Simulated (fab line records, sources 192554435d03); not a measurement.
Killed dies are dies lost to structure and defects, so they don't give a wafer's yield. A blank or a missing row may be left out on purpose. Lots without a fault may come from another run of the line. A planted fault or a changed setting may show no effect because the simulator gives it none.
A struck lot beside a sound one | flow n5_finfet | 38 steps out of a route of 1938
Sound: wafers L283.2, L283.5, L283.6. Struck: wafer L296.4. (L296.2, L296.5 of the same lot were not struck and are left out.) The cause comes at the end.
At each step with rows: each side's tool, then ch and its chambers, then its first start. Under that, the readings that differ: sound wafers | struck wafers | difference of the means | sigmas: that difference in standard deviations of wafers without a fault.
alike: readings whose means differ by less than 2 such deviations, and words and numbers that are the same on both sides. not compared: withheld readings, readings that some wafer has no value for, bounds like >300 that may hide the same value, and numbers for which the record gives no deviation and whose values overlap.
The two part at a step that has a row with sigmas, a row that says differs or no value, or rows on one side only. Numbers that don't overlap but have no deviation are shown without sigmas and don't part them. A reading that every wafer of one side lacks parts them only if that side has two wafers or more.

first, 11 steps without rows for these wafers: N5_FIN_SAQP_DESCUM_21 (chemistry O2, time 7.9 s); N5_FIN_SAQP_ETCH_51 (etches SiARC in CF4, target depth 45.5 nm, time 75.8 s); N5_FIN_SAQP_ETCH_52 (etches SOC in N2/H2, target depth 100 nm, overetch 20 nm, time 150 s); N5_FIN_SAQP_STRIP_53 (strips in N2/H2); N5_FIN_SAQP_HM_OPEN_73 (chemistry CHF3/O2, target SiO2, stops on a-Si, target depth 12 nm, time 16.8 s); N5_FIN_SAQP_STRIP_74 (strips in CHF3/O2); N5_FIN_SAQP_MANDREL_ETCH_22 (etches a-Si in HBr/Cl2, stops on SiNx, target depth 60 nm, bt time 10 s, time 30 s); N5_FIN_SAQP_STRIP_55 (strips in N2/H2); N5_FIN_SAQP_STRIP_23 (strips in SPM, time 750 s); N5_FIN_SAQP_SRD_66 (time 30 s); N5_FIN_SAQP_RECESS_75 (chemistry HF/NH3, target SiO2, target depth 14.4 nm, afs cycles 3, sublimation time 60 s).
N5_FIN_SAQP_SPACER1_ALD_24: deposits SiO2, target thk 20.3 nm, pulse time 1 s, purge time 2 s.
  sound on ald_sin-03 ch 0,2,3, day 3 11:08; struck on ald_sin-03 ch 0, day 6 18:18
  reading                                           | sound          | struck | difference | sigmas
  ald_cycles                                        | 218 218 218    | 237    | +19        |
  model.SiO2_of_FIN_SAQP_SPACER1_ALD_24.thk_nm (nm) | 20.4 20.4 20.4 | 22     | +2         |
  alike: heater_power_w, precursor_pulse_height_rel, susceptor_temp_C
then, 1 step without rows for these wafers: N5_FIN_SAQP_SPACER1_ETCHBACK_25 (etches SiO2 in CHF3/O2, target depth 24.4 nm, time 12.2 s).
N5_FIN_SAQP_MANDREL1_REMOVE_56: chemistry HBr/Cl2/O2, target a-Si, stops on SiNx, bt time 10 s.
  sound on rie_si-01 ch 0,1,2, day 3 11:57; struck on rie_si-06 ch 2, day 6 19:09
  reading                   | sound          | struck | difference | sigmas
  model.FIN_SAQP.cd_nm (nm) | 20.4 20.4 20.4 | 22     | +2         |
  alike: chamber_pressure_mTorr, drypump_motor_current_A, mfc_cl2_sccm, oes_product_au, throttle_valve_pct
  not compared: rf_hours_counter_h
N5_FIN_SAQP_CD_MEAS_27: target cd 20 nm.
  sound on cd_sem-02 ch 0, day 3 12:04; struck on cd_sem-01 ch 0, day 6 19:16
  reading    | sound             | struck | difference | sigmas
  cd_nm (nm) | 20.24 20.73 20.34 | 21.93  | +1.49      | +6
then, 21 steps without rows for these wafers: N5_FIN_SAQP_ETCH_57 (etches SiNx in CH3F/O2, target depth 32.5 nm, time 46.4 s); N5_FIN_SAQP_ETCH_65 (etches SiO2 in CF4, target depth 4 nm, time 4.4 s); N5_FIN_SAQP_MANDREL_ETCH_58 (etches a-Si in HBr/Cl2, stops on SiNx, target depth 45 nm, bt time 10 s, time 27 s); N5_FIN_SAQP_RECESS_63 (chemistry HF/NH3, target SiO2, target depth 18 nm, afs cycles 3, sublimation time 60 s); N5_FIN_SAQP_COAT_68 (time 60 s, resist thk 100 nm); N5_FIN_SAQP_ETCH_69 (etches SOC in N2/H2, stops on SiNx, target depth 150 nm); N5_FIN_SAQP_ETCH_67 (etches SiNx in CH3F/O2, target depth 30 nm); N5_FIN_SAQP_STRIP_70 (strips in N2/H2); N5_FIN_SAQP_RECESS_71 (chemistry HF/NH3, target SiO2, target depth 3 nm, afs cycles 1, sublimation time 60 s); N5_FIN_SAQP_SPACER2_ALD_28 (deposits SiO2, target thk 8.1 nm, pulse time 1 s, purge time 2 s); N5_FIN_SAQP_SPACER2_ETCHBACK_29 (etches SiO2 in CHF3/O2, target depth 12.2 nm, time 6.1 s); N5_FIN_SAQP_MANDREL2_REMOVE_60 (chemistry HBr/Cl2/O2, target a-Si, stops on SiNx, bt time 10 s); N5_FIN_SAQP_HM_OPEN_33 (chemistry CH3F/O2, target SiNx, target depth 49.4 nm, time 70.6 s); N5_FIN_SAQP_ETCH_34 (etches SiO2 in C4F6/O2, target depth 45 nm, time 15 s); N5_FIN_SAQP_STRIP_77 (strips in N2/H2, time 90 s); N5_FIN_SAQP_ETCH_64 (etches SiO2 in CF4, target depth 1.5 nm); N5_FIN_SAQP_FIN_ETCH_36 (etches the open film in HBr/Cl2/O2, target depth 120 nm, time 50.4 s); N5_FIN_SAQP_PRECLEAN_38 (cleans in O3/DIW, time 45 s); N5_FIN_SAQP_PRECLEAN_45 (cleans in dHF, time 10 s); N5_FIN_SAQP_SRD_39 (time 30 s); N5_FIN_CUT_COAT_18 (time 60 s, resist thk 230 nm).
-- the record jumps here: 6 days lie between the struck wafers' starts before and after (it left off in module FIN_CUT and takes up again in module BEOL_M4, whose first step shown is number 1111 of the route) --
N5_BEOL_M4_RC_MEAS_101:
  sound on prober-01 ch 0, day 9 07:37; struck on prober-01 ch 0, day 13 01:40
  reading       | sound          | struck | difference | sigmas
  SS_N (mV/dec) | 71.5 70.7 71.3 | 72.3   | +1.1       | +2
  alike: DIBL_N, DIBL_P, IOFF_N, IOFF_P, ION_N, ION_P, SS_P, VT_N, VT_P
-- the record jumps here: 5 days lie between the struck wafers' starts before and after (it left off in module BEOL_M4 and takes up again in module PASSIVATION, whose first step shown is number 1936 of the route) --
N5_PASSIVATION_PROBE_49:
  the record has rows for the struck wafers here (prober-01, day 17 16:14) and none for the sound ones

WHERE THEY PART
First at N5_FIN_SAQP_CD_MEAS_27; last, within this record, at N5_PASSIVATION_PROBE_49.

WHY: what the simulator had put in
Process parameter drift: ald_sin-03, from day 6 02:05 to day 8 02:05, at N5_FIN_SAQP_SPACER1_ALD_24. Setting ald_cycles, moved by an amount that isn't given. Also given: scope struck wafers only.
